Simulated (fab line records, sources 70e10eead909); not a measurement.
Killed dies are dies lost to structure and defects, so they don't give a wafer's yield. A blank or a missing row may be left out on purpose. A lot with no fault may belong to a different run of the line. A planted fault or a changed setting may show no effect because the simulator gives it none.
fab line records	flow nand_harc
record: lots: 24	wafers: 72	last_day: 34
route steps=1302 shown A_STAIRCASE@844 A_SGD_CUT@905 A_SLIT@935
lots with no fault: from the same line, run without faults
start_h: hours from the record's first day to the start of the lot's first wafer shown	wait_h: hours from the lot's prior step to this one	" same as the row above	L1.1+2: several wafers, shown together as one row	- value missing, or start not given	* or withheld: withheld	< > ~ a bound
route shown NAME@n: NAME is a module with steps in the file, n the number in the route of the first one	usual: the fault-free wafers' mean and standard deviation	same: alike in all rows	chamber/n: place in a boat	sites: readings site by site	_std_site: standard deviation of those values	_edge_site: the outer-site mean with the inner-site mean subtracted	radius_mm: for every site, how far away it sits from the centre of the wafer	mask NAME#n: copy n	behind: the most recent tool/chamber to have shaped the wafer	hold: the reason the lot was held/the length of the hold in hours/how it ended	device: names the non-switching transistor (n, p or np)	end of line: the same wafers' tests at the end of the route	for a step that has no rows: nothing shown but its recipe	killed: count of dies lost to structure and defects at first sort (not the wafer's yield)	map: shows each die of a wafer: x if killed, . if not, _ if none is there
set.NAME: the setting as run; set.NAME@STEP: as run at that earlier step	model.NAME: the simulator's own value behind a step, which no gauge read
steps of the route over a sample of lots; a table a step, a row a wafer
services: a tool's chamber out of use, with start hour (start_h, from the record's first day; less than 0 if before it), hours out, and reason
== steps ==
step: NHARC_A_STAIRCASE_DEP_417
recipe: target_thk_a: 600	step_coverage_pct: 20	temp_c: 400	target_thk_nm: 60	flow_sccm: 200	rf_w: 450	material: Si3N4
usual: heater_power_w: 710/81
lot.wafer	tool	chamber	start_h	wait_h	heater_power_w
L074.2	pecvd-04	1	388.64	-	790
L074.3	"	2	"	"	681
L074.5	"	2	"	"	685
L075.2	pecvd-04	2	410.99	-	675
L075.1	"	1	"	"	691
L075.4	"	2	"	"	674
L077.2	pecvd-04	1	412.05	-	797
L077.1	"	2	"	"	589
L077.5	"	2	"	"	588
L076.6	pecvd-04	0	415.36	-	782
L076.4	"	1	"	"	788
L076.5	"	2	"	"	634
L078.3	pecvd-02	1	428.75	-	664
L078.1	"	2	"	"	820
L078.5	"	1	"	"	662
L079.1	pecvd-02	1	431.87	-	707
L079.3	"	2	"	"	825
L079.5	"	0	"	"	608
L080.2	pecvd-02	2	455.80	-	817
L080.5	"	2	"	"	842
L080.6	"	0	"	"	625
L081.1	pecvd-02	0	459.28	-	513
L081.4	"	1	"	"	628
L081.6	"	0	"	"	520
L082.1	pecvd-02	1	465.21	-	724
L082.2	"	2	"	"	801
L082.5	"	1	"	"	720
L084.2	pecvd-01	2	485.38	-	770
L084.4	"	0	"	"	745
L084.6	"	1	"	"	737
L083.3	pecvd-02	2	488.66	-	835
L083.4	"	0	"	"	608
L083.6	"	1	"	"	774
L085.3	pecvd-04	2	501.52	-	649
L085.6	"	2	"	"	647
L085.4	"	0	"	"	701
L086.1	pecvd-04	1	503.81	-	871
L086.3	"	2	"	"	661
L086.5	"	0	"	"	691
L087.1	pecvd-02	1	510.81	-	632
L087.2	"	2	"	"	787
L087.5	"	0	"	"	616
L089.1	pecvd-04	1	533.62	-	837
L089.3	"	2	"	"	721
L089.4	"	1	"	"	871
L088.2	pecvd-01	1	534.66	-	761
L088.6	"	2	"	"	807
L088.4	"	0	"	"	675
L090.1	pecvd-01	2	548.32	-	823
L090.3	"	0	"	"	627
L090.6	"	2	"	"	823
L091.3	pecvd-02	0	553.03	-	615
L091.2	"	2	"	"	795
L091.4	"	2	"	"	828
L092.3	pecvd-04	1	577.15	-	727
L092.6	"	0	"	"	705
L092.4	"	2	"	"	609
L093.3	pecvd-02	2	577.40	-	795
L093.1	"	1	"	"	684
L093.5	"	0	"	"	604
L095.1	pecvd-02	2	584.59	-	842
L095.3	"	0	"	"	589
L095.2	"	1	"	"	726
L094.2	pecvd-02	1	604.96	-	708
L094.5	"	1	"	"	694
L094.6	"	0	"	"	648
L096.2	pecvd-02	2	627.79	-	821
L096.5	"	0	"	"	593
L096.6	"	1	"	"	672
L097.3	pecvd-04	0	629.15	-	693
L097.2	"	1	"	"	825
L097.6	"	2	"	"	692
step: NHARC_A_STAIRCASE_ETCH_444
recipe: target_depth_a: 2.04e+05	time_s: 6800	c4f8_flow_sccm: 20	o2_flow_sccm: 10	ar_flow_sccm: withheld	rf_w: 600	bias_w: 1000	chemistry: C4F8/O2
usual: chamber_pressure_mTorr: 24.997/0.024	oes_product_au: 0.939/0.019	rf_vpp_V: 806/5.1
lot.wafer	tool	chamber	start_h	wait_h	chamber_pressure_mTorr	oes_product_au	rf_hours_counter_h	rf_vpp_V
L074.2	rie_diel-02	0	431.72	0.1	24.959	0.967	7	800
L074.3	"	3	433.14	1.5	25.013	0.973	9	809
L074.5	"	0	"	"	25.040	0.971	-	800
L075.2	rie_diel-11	0	449.03	0.5	25.003	0.974	1	800
L075.1	"	1	"	"	24.979	0.974	1	802
L075.4	"	2	"	"	25.013	0.963	1	816
L077.1	rie_diel-02	2	449.63	0.7	25.034	0.950	16	803
L077.2	"	0	"	"	25.003	0.951	13	800
L077.5	"	2	"	"	25.033	0.955	-	805
L076.4	rie_diel-02	1	452.67	3.6	24.964	0.920	19	814
L076.6	"	1	454.58	5.4	24.983	0.921	-	813
L076.5	"	2	"	"	24.986	0.922	-	804
L078.1	rie_diel-11	0	466.58	0.1	25.025	0.977	8	798
L078.3	"	1	"	"	25.006	0.972	6	803
L078.5	"	1	468.92	2.4	25.032	0.974	-	803
L079.3	rie_diel-04	3	467.70	1.0	25.006	0.935	32	804
L079.1	"	0	"	"	25.002	0.941	34	810
L079.5	"	1	"	"	25.025	0.930	-	809
L081.4	rie_diel-02	2	494.51	0.1	24.991	0.917	34	803
L081.1	"	1	495.89	1.5	25.004	0.927	34	812
L081.6	"	3	"	"	25.016	0.911	-	809
L080.2	rie_diel-04	0	495.24	1.0	25.019	0.928	43	810
L080.6	"	2	"	"	24.989	0.919	-	809
L080.5	"	3	"	"	25.006	0.928	-	804
L082.1	rie_diel-04	1	512.70	0.1	24.986	0.928	51	809
L082.2	"	3	"	"	25.001	0.935	51	804
L082.5	"	1	"	"	25.029	0.930	-	810
L084.2	rie_diel-02	3	527.31	0.5	25.012	0.925	39	808
L084.4	"	1	"	"	24.990	0.922	42	814
L084.6	"	3	"	"	25.011	0.937	-	809
L083.4	rie_diel-11	0	527.53	0.6	25.005	0.930	29	799
L083.3	"	1	"	"	24.973	0.929	25	802
L083.6	"	3	"	"	24.981	0.933	-	811
L085.3	rie_diel-11	0	537.72	0.1	24.996	0.933	37	799
L085.4	"	3	539.13	1.5	25.002	0.928	34	811
L085.6	"	1	"	"	24.966	0.930	-	802
L086.3	rie_diel-02	2	538.20	0.7	24.986	0.924	49	803
L086.1	"	0	"	"	25.028	0.938	40	798
L086.5	"	1	"	"	25.021	0.915	-	812
L087.1	rie_diel-04	0	547.70	0.1	25.025	0.968	2	810
L087.2	"	3	549.15	1.5	24.982	0.966	2	805
L087.5	"	0	"	"	25.005	0.968	-	810
L089.3	rie_diel-11	0	570.13	0.1	25.021	0.925	48	798
L089.1	"	1	"	"	24.987	0.933	41	802
L089.4	"	2	"	"	25.025	0.927	36	815
L088.4	rie_diel-02	3	570.77	0.5	24.971	0.926	48	809
L088.2	"	0	"	"	25.002	0.929	48	799
L088.6	"	2	"	"	25.009	0.917	-	803
L091.4	rie_diel-04	3	588.11	0.1	25.035	0.956	14	805
L091.3	"	1	"	"	24.996	0.972	16	809
L091.2	"	2	"	"	24.989	0.954	15	809
L090.3	rie_diel-11	1	588.74	0.5	24.992	0.935	49	801
L090.1	"	3	"	"	24.983	0.932	48	810
L090.6	"	1	"	"	25.012	0.933	-	803
L093.3	rie_diel-02	2	618.22	0.3	24.966	0.941	10	803
L093.1	"	0	"	"	25.014	0.947	14	799
L093.5	"	2	"	"	25.007	0.944	-	802
L095.2	rie_diel-04	0	618.24	0.5	24.993	0.924	29	809
L095.3	"	1	"	"	24.977	0.929	28	809
L095.1	"	2	"	"	24.974	0.923	25	810
L092.4	rie_diel-04	0	620.69	0.1	24.978	0.938	33	809
L092.3	"	1	"	"	24.960	0.930	30	809
L092.6	"	1	623.05	2.5	25.000	0.920	-	809
L094.2	rie_diel-02	2	640.12	0.5	24.992	0.933	19	801
L094.6	"	1	641.53	1.9	24.986	0.923	-	812
L094.5	"	2	"	"	24.970	0.929	-	803
L097.3	rie_diel-02	2	662.46	0.1	24.992	0.923	27	801
L097.2	"	3	"	"	25.017	0.921	26	807
L097.6	"	3	664.87	2.4	24.953	0.923	-	807
L096.2	rie_diel-04	0	662.90	0.1	25.034	0.922	47	811
L096.6	"	0	664.79	2.0	25.005	0.923	-	809
L096.5	"	1	"	"	25.001	0.932	-	809
step: NHARC_A_STAIRCASE_ETCHBACK_157
recipe: target_depth_a: 900	over_etch_frac: 0.3	time_s: 167.14	ion_energy_ev: 120	ch3f_flow_sccm: 50	o2_flow_sccm: 30	ar_flow_sccm: 200	rf_w: 500	bias_w: 100	chemistry: CH3F/O2
usual: chamber_pressure_mTorr: 25.002/0.024	drypump_motor_current_A: 5.62/0.29	oes_product_au: 0.97/0.033	rf_vpp_V: 244.4/1.7	showerhead_plenum_p_Torr: 2.47/0.11	throttle_valve_pct: 20.664/0.0096
lot.wafer	tool	chamber	start_h	wait_h	chamber_pressure_mTorr	drypump_motor_current_A	oes_product_au	rf_hours_counter_h	rf_vpp_V	showerhead_plenum_p_Torr	throttle_valve_pct
L074.3	rie_diel-02	3	437.81	0.2	24.937	5.22	1.00	11	244.4	2.51	20.663
L074.2	"	1	"	"	25.011	5.77	1.00	12	245.4	2.61	20.668
L074.5	"	3	"	"	25.039	5.22	0.99	-	244.5	2.51	20.652
L075.4	rie_diel-04	0	454.62	0.2	24.988	5.60	0.93	28	245.7	2.54	20.659
L075.2	"	2	"	"	24.985	5.97	0.94	28	243.3	2.51	20.657
L075.1	"	3	"	"	24.984	4.96	0.95	27	244.1	2.41	20.665
L077.1	rie_diel-04	3	455.30	0.2	25.024	5.02	0.95	27	243.0	2.41	20.671
L077.2	"	2	"	"	25.002	5.97	0.94	28	244.8	2.51	20.658
L077.5	"	0	"	"	25.051	5.66	0.97	-	244.8	2.54	20.648
L076.4	rie_diel-04	2	458.82	0.2	25.033	5.95	0.93	29	243.6	2.50	20.653
L076.6	"	0	"	"	25.039	5.59	0.93	-	245.6	2.54	20.674
L076.5	"	1	"	"	24.973	5.70	0.92	-	244.1	2.52	20.678
L078.1	rie_diel-11	0	472.62	0.1	25.005	5.33	0.92	13	242.2	2.29	20.657
L078.3	"	2	"	"	24.981	5.78	0.93	8	247.6	2.66	20.670
L078.5	"	2	"	"	25.022	5.80	0.92	-	247.5	2.66	20.670
L079.3	rie_diel-11	1	472.90	0.2	24.994	5.73	0.99	10	242.5	2.37	20.666
L079.1	"	2	"	"	24.991	5.81	0.99	8	247.4	2.66	20.670
L079.5	"	1	"	"	24.989	5.77	0.99	-	242.0	2.37	20.649
L080.2	rie_diel-11	1	500.66	0.2	24.993	5.72	1.01	18	243.5	2.37	20.661
L080.6	"	0	"	"	25.026	5.31	1.01	-	241.9	2.29	20.679
L080.5	"	1	"	"	24.951	5.76	1.01	-	244.4	2.37	20.665
L081.4	rie_diel-04	0	501.20	0.1	24.994	5.65	0.91	45	244.5	2.53	20.677
L081.1	"	2	"	"	25.036	5.96	0.91	48	245.0	2.50	20.661
L081.6	"	1	"	"	25.072	5.74	0.92	-	245.1	2.52	20.667
L082.1	rie_diel-04	1	518.82	0.2	24.986	5.72	0.99	55	244.0	2.51	20.664
L082.2	"	3	"	"	25.001	4.94	0.98	53	243.9	2.40	20.656
L082.5	"	3	"	"	25.057	4.95	0.99	-	244.6	2.40	20.664
L084.2	rie_diel-02	2	533.12	0.3	24.988	6.03	1.00	48	242.5	2.37	20.650
L084.6	"	0	"	"	24.983	5.62	0.97	-	240.1	2.29	20.677
L084.4	"	2	"	"	25.024	6.01	1.00	-	242.4	2.37	20.673
L083.4	rie_diel-11	3	533.28	0.2	25.035	5.72	1.02	32	246.1	2.53	20.656
L083.3	"	0	"	"	25.015	5.34	1.01	35	243.7	2.29	20.670
L083.6	"	1	"	"	24.991	5.75	1.01	-	241.6	2.36	20.644
L085.3	rie_diel-11	2	543.79	0.2	25.002	5.81	0.96	30	247.4	2.65	20.666
L085.4	"	0	"	"	24.994	5.35	0.95	41	241.4	2.28	20.670
L085.6	"	3	"	"	24.998	5.72	0.95	-	243.7	2.53	20.657
L086.3	rie_diel-04	1	544.57	0.2	25.024	5.74	1.00	0	244.6	2.51	20.682
L086.1	"	0	"	"	24.999	5.62	1.01	0	246.9	2.53	20.653
L086.5	"	2	"	"	24.987	5.96	1.00	-	243.7	2.49	20.659
L087.2	rie_diel-02	3	553.88	0.2	25.025	5.26	0.93	44	244.6	2.49	20.665
L087.1	"	0	"	"	25.066	5.62	0.94	44	240.8	2.29	20.678
L087.5	"	1	"	"	25.012	5.79	0.93	-	247.1	2.60	20.672
L089.3	rie_diel-04	1	576.26	0.2	24.994	5.70	1.00	12	245.9	2.51	20.664
L089.1	"	2	"	"	25.001	5.96	1.00	11	244.8	2.49	20.669
L089.4	"	3	"	"	25.022	4.99	1.00	10	244.4	2.39	20.659
L088.4	rie_diel-04	3	576.43	0.2	24.970	4.98	1.00	10	242.7	2.39	20.666
L088.2	"	1	"	"	24.990	5.73	1.00	12	245.5	2.51	20.672
L088.6	"	3	"	"	24.964	4.97	1.00	-	242.9	2.39	20.654
L091.2	rie_diel-11	2	594.28	0.2	25.018	5.82	0.95	44	246.0	2.64	20.673
L091.3	"	0	"	"	25.023	5.34	0.95	59	241.6	2.28	20.671
L091.4	"	0	"	"	25.002	5.33	0.95	-	241.3	2.28	20.661
L090.3	rie_diel-04	2	594.46	0.1	25.026	5.93	0.99	16	244.2	2.49	20.655
L090.1	"	0	"	"	24.982	5.60	1.00	19	245.3	2.52	20.667
L090.6	"	2	"	"	24.965	5.92	1.00	-	244.3	2.49	20.659
L095.1	rie_diel-11	1	624.15	0.2	25.004	5.76	1.00	0	241.8	2.35	20.674
L095.2	"	2	"	"	24.964	5.81	0.99	0	247.1	2.64	20.660
L095.3	"	3	"	"	24.991	5.73	0.99	1	243.9	2.52	20.692
L093.3	rie_diel-02	2	624.40	0.2	24.981	6.00	1.01	14	243.9	2.36	20.672
L093.1	"	3	"	"	25.005	5.23	1.00	18	244.1	2.48	20.661
L093.5	"	2	"	"	25.033	6.03	1.01	-	241.8	2.36	20.652
L092.4	rie_diel-04	2	626.87	0.2	25.007	5.94	0.99	29	245.7	2.48	20.673
L092.3	"	0	"	"	25.051	5.59	0.99	37	244.7	2.51	20.661
L092.6	"	2	"	"	24.963	5.96	1.00	-	245.1	2.48	20.675
L094.2	rie_diel-11	0	645.79	0.2	25.034	5.33	0.92	5	246.7	2.66	20.673
L094.5	"	1	"	"	24.967	5.75	0.95	-	242.5	2.35	20.663
L094.6	"	2	"	"	24.984	5.79	0.94	-	247.2	2.64	20.669
L097.2	rie_diel-04	0	668.64	0.2	25.008	5.60	0.93	50	244.1	2.51	20.667
L097.3	"	1	"	"	24.986	5.73	0.94	48	245.8	2.49	20.670
L097.6	"	2	"	"	25.005	5.95	0.92	-	245.6	2.48	20.671
L096.2	rie_diel-02	2	669.05	0.2	24.993	6.02	0.95	31	242.1	2.35	20.672
L096.6	"	3	"	"	24.994	5.23	0.94	-	245.6	2.48	20.650
L096.5	"	0	"	"	24.978	5.62	0.94	-	241.7	2.27	20.663
step: NHARC_A_SGD_CUT_ETCH_58
recipe: target_depth_a: 390	over_etch_frac: 0.3	time_s: 65	ion_energy_ev: 80	cf4_flow_sccm: 150	ar_flow_sccm: 0	rf_w: 300	bias_w: 100	chemistry: CF4
usual: chamber_pressure_mTorr: 50.00/0.047	drypump_motor_current_A: 5.8/0.38	oes_product_au: 1.003/0.0076	rf_vpp_V: 150.9/1	showerhead_plenum_p_Torr: 1.74/0.057	throttle_valve_pct: 13.283/0.009
lot.wafer	tool	chamber	start_h	wait_h	chamber_pressure_mTorr	drypump_motor_current_A	oes_product_au	rf_hours_counter_h	rf_vpp_V	showerhead_plenum_p_Torr	throttle_valve_pct
L074.3	rie_diel-09	3	440.22	0.1	50.04	6.2	1.009	8	150.5	1.74	13.284
L074.2	"	0	"	"	49.90	5.8	1.012	7	151.5	1.83	13.273
L074.5	"	3	"	"	49.93	6.1	1.018	-	150.0	1.74	13.280
L075.4	rie_diel-06	2	456.46	0.1	50.01	5.3	1.008	13	150.3	1.64	13.289
L075.1	"	3	"	"	49.99	6.3	0.997	13	151.7	1.73	13.293
L075.2	"	0	"	"	50.01	6.1	1.006	13	149.5	1.69	13.269
L077.2	rie_diel-09	2	457.32	0.1	49.92	6.0	1.003	9	152.2	1.77	13.277
L077.1	"	1	"	"	49.89	5.8	1.010	10	150.8	1.72	13.266
L077.5	"	3	"	"	49.94	6.1	1.009	-	151.2	1.74	13.271
L076.4	rie_diel-06	3	460.76	0.1	50.01	6.2	0.998	14	149.6	1.73	13.283
L076.5	"	0	"	"	49.96	6.1	0.999	-	149.9	1.69	13.290
L076.6	"	1	"	"	49.97	5.6	1.002	-	151.0	1.79	13.286
L078.3	rie_diel-06	1	474.71	0.1	50.05	5.6	0.999	15	151.1	1.79	13.279
L078.1	"	2	"	"	50.05	5.3	1.015	15	150.6	1.64	13.291
L078.5	"	1	"	"	50.06	5.6	0.992	-	152.2	1.79	13.283
L079.1	rie_diel-10	2	474.90	0.1	49.93	5.9	1.011	2	149.2	1.67	13.265
L079.3	"	1	"	"	49.98	5.1	1.007	2	152.4	1.79	13.295
L079.5	"	2	"	"	50.01	5.9	1.006	-	150.3	1.67	13.280
L080.2	rie_diel-06	3	502.58	0.1	49.99	6.2	1.002	2	152.0	1.73	13.291
L080.6	"	3	"	"	50.03	6.2	0.990	-	151.5	1.73	13.286
L080.5	"	0	"	"	50.10	6.1	0.998	-	150.6	1.69	13.287
L081.4	rie_diel-10	2	503.15	0.1	50.01	5.9	1.008	3	150.9	1.67	13.280
L081.1	"	1	"	"	49.98	5.1	1.005	4	151.3	1.79	13.300
L081.6	"	3	"	"	49.94	5.0	1.002	-	150.2	1.70	13.270
L082.1	rie_diel-09	3	520.72	0.1	49.96	6.1	1.010	1	150.0	1.74	13.274
L082.2	"	1	"	"	50.04	5.9	1.014	1	149.7	1.72	13.286
L082.5	"	1	"	"	50.02	5.9	1.013	-	151.1	1.72	13.273
L084.4	rie_diel-09	1	534.95	0.1	50.03	5.8	1.017	2	151.1	1.72	13.282
L084.2	"	3	"	"	49.99	6.2	1.014	2	151.2	1.74	13.296
L084.6	"	0	"	"	49.97	5.8	0.996	-	152.1	1.83	13.276
L083.4	rie_diel-10	2	535.33	0.1	49.96	5.9	1.000	5	149.8	1.67	13.280
L083.3	"	0	"	"	49.97	5.7	1.004	4	152.8	1.80	13.297
L083.6	"	3	"	"	50.03	5.0	1.000	-	150.2	1.70	13.278
L085.4	rie_diel-06	3	545.75	0.1	50.02	6.2	1.009	7	149.3	1.73	13.275
L085.3	"	0	"	"	50.03	6.1	1.005	6	150.8	1.69	13.287
L085.6	"	0	"	"	50.08	6.1	0.992	-	150.7	1.69	13.282
L086.3	rie_diel-09	3	546.67	0.1	49.97	6.1	1.010	3	151.3	1.74	13.290
L086.1	"	0	"	"	50.01	5.9	0.993	3	150.8	1.83	13.262
L086.5	"	0	"	"	50.04	5.8	0.998	-	153.0	1.83	13.293
L087.2	rie_diel-06	2	555.68	0.1	50.02	5.3	1.006	7	149.9	1.64	13.285
L087.1	"	0	"	"	50.06	6.1	1.005	7	150.4	1.68	13.262
L087.5	"	2	"	"	50.05	5.3	1.009	-	149.9	1.64	13.284
L089.3	rie_diel-10	2	578.29	0.1	50.05	5.9	1.005	7	149.6	1.66	13.289
L089.4	"	3	"	"	49.98	5.0	1.001	7	151.1	1.70	13.281
L089.1	"	0	"	"	49.96	5.7	0.998	6	150.5	1.80	13.285
L088.4	rie_diel-09	0	578.67	0.1	49.92	5.8	0.986	5	152.1	1.83	13.276
L088.2	"	1	"	"	49.98	5.9	1.009	5	149.8	1.72	13.282
L088.6	"	3	"	"	49.94	6.1	0.998	-	151.9	1.74	13.277
L091.2	rie_diel-06	0	596.16	0.1	50.07	6.1	0.985	11	149.4	1.68	13.275
L091.3	"	1	"	"	50.01	5.6	0.991	12	150.9	1.78	13.295
L091.4	"	2	"	"	50.07	5.3	1.001	11	148.8	1.64	13.274
L090.1	rie_diel-09	2	600.42	0.1	49.99	6.0	0.993	5	151.4	1.77	13.285
L090.3	"	0	"	"	50.01	5.8	0.994	6	152.0	1.83	13.308
L090.6	"	2	"	"	50.08	6.0	1.001	-	149.4	1.77	13.277
L095.2	rie_diel-06	3	625.98	0.1	50.02	6.2	1.003	14	151.0	1.72	13.301
L095.1	"	1	"	"	49.85	5.6	0.999	15	152.7	1.78	13.294
L095.3	"	2	"	"	50.02	5.3	1.009	14	150.9	1.64	13.286
L093.1	rie_diel-09	0	626.50	0.1	50.01	5.8	1.004	7	152.0	1.83	13.271
L093.3	"	1	"	"	50.07	5.8	1.012	7	149.2	1.72	13.297
L093.5	"	0	"	"	49.96	5.8	1.006	-	151.4	1.83	13.294
L092.4	rie_diel-10	1	628.68	0.1	50.02	5.1	1.012	1	151.3	1.78	13.285
L092.3	"	0	"	"	50.00	5.7	1.013	1	152.6	1.80	13.283
L092.6	"	2	"	"	50.01	5.9	0.998	-	149.5	1.66	13.291
L094.2	rie_diel-10	1	647.74	0.1	49.95	5.1	1.008	2	151.8	1.78	13.297
L094.6	"	0	"	"	50.04	5.7	1.004	-	150.7	1.80	13.292
L094.5	"	1	"	"	49.98	5.1	1.016	-	151.8	1.78	13.289
L097.2	rie_diel-10	2	670.57	0.1	49.99	5.9	1.000	3	151.1	1.66	13.291
L097.3	"	0	"	"	49.98	5.7	1.007	3	150.8	1.80	13.277
L097.6	"	2	"	"	50.00	5.9	0.997	-	150.1	1.66	13.275
L096.2	rie_diel-09	0	670.98	0.1	49.91	5.8	0.981	11	151.1	1.83	13.286
L096.6	"	3	"	"	50.00	6.1	1.008	-	151.3	1.74	13.277
L096.5	"	0	"	"	50.01	5.8	0.994	-	152.7	1.83	13.271
step: NHARC_A_SGD_CUT_INSPECT_25
usual: raw_defect_count: 413/100
lot.wafer	tool	chamber	start_h	wait_h	raw_defect_count
L074.2	defect_inspect-02	-	446.76	-	387
L074.3	"	-	"	"	298
L074.5	"	-	"	"	384
L075.1	defect_inspect-02	-	463.03	-	325
L075.2	"	-	"	"	350
L075.4	"	-	"	"	379
L077.1	defect_inspect-01	-	463.03	-	381
L077.2	"	-	"	"	377
L077.5	"	-	"	"	442
L076.4	defect_inspect-02	-	467.14	-	327
L076.5	"	-	"	"	290
L076.6	"	-	"	"	364
L078.1	defect_inspect-02	-	481.11	-	441
L078.3	"	-	"	"	372
L078.5	"	-	"	"	380
L079.1	defect_inspect-01	-	481.14	-	467
L079.3	"	-	"	"	362
L079.5	"	-	"	"	383
L081.1	defect_inspect-01	-	512.06	-	417
L081.4	"	-	"	"	391
L081.6	"	-	"	"	545
L080.2	defect_inspect-02	-	512.11	-	296
L080.5	"	-	"	"	392
L080.6	"	-	"	"	356
L082.1	defect_inspect-02	-	527.29	-	335
L082.2	"	-	"	"	743
L082.5	"	-	"	"	675
L083.3	defect_inspect-02	-	542.00	-	413
L083.4	"	-	"	"	425
L083.6	"	-	"	"	380
L084.2	defect_inspect-01	-	542.00	-	387
L084.4	"	-	"	"	300
L084.6	"	-	"	"	301
L085.3	defect_inspect-02	-	552.14	-	470
L085.4	"	-	"	"	455
L085.6	"	-	"	"	453
L086.1	defect_inspect-01	-	552.14	-	342
L086.3	"	-	"	"	408
L086.5	"	-	"	"	456
L087.1	defect_inspect-01	-	563.11	-	497
L087.2	"	-	"	"	587
L087.5	"	-	"	"	423
L089.1	defect_inspect-02	-	585.43	-	374
L089.3	"	-	"	"	318
L089.4	"	-	"	"	341
L088.2	defect_inspect-01	-	585.44	-	318
L088.4	"	-	"	"	283
L088.6	"	-	"	"	417
L091.2	defect_inspect-02	-	602.66	-	487
L091.3	"	-	"	"	422
L091.4	"	-	"	"	459
L090.1	defect_inspect-01	-	606.96	-	309
L090.3	"	-	"	"	345
L090.6	"	-	"	"	354
L095.1	defect_inspect-01	-	632.40	-	317
L095.2	"	-	"	"	293
L095.3	"	-	"	"	369
L093.1	defect_inspect-02	-	632.41	-	441
L093.3	"	-	"	"	461
L093.5	"	-	"	"	339
L092.3	defect_inspect-01	-	632.42	-	519
L092.4	"	-	"	"	295
L092.6	"	-	"	"	460
L094.2	defect_inspect-01	-	655.68	-	428
L094.5	"	-	"	"	448
L094.6	"	-	"	"	693
L096.2	defect_inspect-01	-	679.78	-	605
L096.5	"	-	"	"	736
L096.6	"	-	"	"	643
L097.2	defect_inspect-02	-	679.94	-	398
L097.3	"	-	"	"	332
L097.6	"	-	"	"	300
step: NHARC_A_SLIT_INSPECT_11
usual: raw_defect_count: 59/22
lot.wafer	tool	chamber	start_h	wait_h	raw_defect_count
L074.2	defect_inspect-01	-	451.82	0.0	61
L074.3	"	-	"	"	54
L074.5	"	-	"	"	61
L077.1	defect_inspect-01	-	467.92	0.0	126
L077.2	"	-	"	"	109
L077.5	"	-	"	"	117
L075.1	defect_inspect-02	-	468.07	0.0	75
L075.2	"	-	"	"	65
L075.4	"	-	"	"	65
L076.4	defect_inspect-01	-	475.02	0.0	15
L076.5	"	-	"	"	19
L076.6	"	-	"	"	15
L078.1	defect_inspect-01	-	486.31	0.0	85
L078.3	"	-	"	"	87
L078.5	"	-	"	"	79
L079.1	defect_inspect-01	-	487.50	0.0	35
L079.3	"	-	"	"	28
L079.5	"	-	"	"	33
L081.1	defect_inspect-01	-	517.09	0.0	64
L081.4	"	-	"	"	69
L081.6	"	-	"	"	53
L080.2	defect_inspect-02	-	517.24	0.0	76
L080.5	"	-	"	"	74
L080.6	"	-	"	"	83
L082.1	defect_inspect-02	-	534.74	0.0	28
L082.2	"	-	"	"	30
L082.5	"	-	"	"	36
L084.2	defect_inspect-01	-	546.84	0.0	38
L084.4	"	-	"	"	38
L084.6	"	-	"	"	44
L083.3	defect_inspect-01	-	547.00	0.0	85
L083.4	"	-	"	"	75
L083.6	"	-	"	"	83
L085.3	defect_inspect-02	-	557.02	0.0	55
L085.4	"	-	"	"	67
L085.6	"	-	"	"	56
L086.1	defect_inspect-01	-	558.25	0.0	38
L086.3	"	-	"	"	42
L086.5	"	-	"	"	40
L087.1	defect_inspect-01	-	569.95	0.0	63
L087.2	"	-	"	"	71
L087.5	"	-	"	"	67
L089.1	defect_inspect-01	-	590.31	0.0	79
L089.3	"	-	"	"	68
L089.4	"	-	"	"	70
L088.2	defect_inspect-02	-	590.46	0.0	42
L088.4	"	-	"	"	44
L088.6	"	-	"	"	61
L091.2	defect_inspect-02	-	607.65	0.0	56
L091.3	"	-	"	"	59
L091.4	"	-	"	"	53
L090.1	defect_inspect-01	-	615.14	0.0	70
L090.3	"	-	"	"	68
L090.6	"	-	"	"	65
L095.1	defect_inspect-02	-	637.41	0.0	64
L095.2	"	-	"	"	68
L095.3	"	-	"	"	79
L093.1	defect_inspect-02	-	638.88	0.0	82
L093.3	"	-	"	"	65
L093.5	"	-	"	"	49
L092.3	defect_inspect-01	-	639.05	0.0	70
L092.4	"	-	"	"	53
L092.6	"	-	"	"	59
L094.2	defect_inspect-01	-	660.55	0.0	57
L094.5	"	-	"	"	59
L094.6	"	-	"	"	61
L096.2	defect_inspect-02	-	686.71	0.0	82
L096.5	"	-	"	"	67
L096.6	"	-	"	"	64
L097.2	defect_inspect-02	-	687.61	0.0	31
L097.3	"	-	"	"	37
L097.6	"	-	"	"	19
== services ==
tool	chamber	start_h	hours	kind
rie_diel-09	3	376.20	1.3	repair
pecvd-02	-	388.33	2.9	repair
rie_diel-02	-	393.85	9.0	pm
pecvd-02	-	408.04	13.0	pm
rie_diel-09	-	434.51	5.1	repair
rie_diel-11	-	435.05	9.0	pm
pecvd-04	-	451.47	13.0	pm
rie_diel-11	3	472.03	2.5	repair
rie_diel-11	2	475.80	1.7	repair
rie_diel-11	1	479.93	1.9	repair
rie_diel-09	-	497.10	9.0	pm
rie_diel-11	2	499.34	4.3	repair
pecvd-02	2	503.27	3.4	repair
rie_diel-02	0	528.43	4.4	repair
rie_diel-04	-	531.90	9.0	pm
rie_diel-02	0	548.83	3.4	repair
pecvd-02	0	555.87	21.5	repair
rie_diel-02	-	573.09	9.0	pm
pecvd-02	-	589.04	13.0	pm
rie_diel-11	1	593.13	14.8	repair
rie_diel-11	-	612.05	9.0	pm
rie_diel-11	3	632.52	1.7	repair
rie_diel-02	3	644.39	1.7	repair
pecvd-02	0	661.47	5.9	repair
== key ==
fault none
